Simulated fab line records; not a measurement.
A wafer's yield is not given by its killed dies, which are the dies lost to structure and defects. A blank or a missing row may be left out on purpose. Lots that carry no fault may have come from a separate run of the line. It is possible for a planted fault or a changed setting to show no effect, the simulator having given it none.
Matching of chambers ; flow nand-harc ; NHARC_A_CONTACT_ETCH_102 on rie-diel-04: 4 sister chambers
The step etches the open film in CF4/O2, target depth 100 nm, overetch 10 nm, time 55 s. 4 wafers are shown with their chamber, then 8 later ones without.

== WAFERS PAIRED WITH THEIR CHAMBERS ==
wafer;chamber;drypump-motor-current-A (A)
L435.1;3;5.0
L443.3;1;5.5
L443.5;2;6.3
L446.2;0;6.0

== WAFERS WITH NO CHAMBER GIVEN ==
wafer;drypump-motor-current-A (A)
L446.3;6.3
L446.6;6.4
L447.1;5.0
L447.3;6.0
L447.4;5.5
L453.2;6.4
L458.1;6.0
L458.3;6.4

== WHICH CHAMBER EACH ONE RAN IN ==
wafer;from the rows above;in truth
L446.3;2;2
L446.6;2;2
L447.1;3;3
L447.3;0;0
L447.4;1;1
L453.2;2;2
L458.1;0;0
L458.3;2;2
8 of 8 placed correctly. Left unplaced by these rows: 0. 0 placed wrongly.
How it was worked out, from the rows above alone: a wafer's distance from a chamber is the root of the sum, over the readings, of the square of ((its reading less the chamber's mean) divided by the reading's scatter). The wafer belongs to the nearest chamber; if the next one is less than 2 further off, it can't be placed. For every chamber, the mean is computed from those of its wafers that are shown. The scatter: root of mean squared gap, hidden wafer to nearest shown wafer, with one shown wafer a chamber.
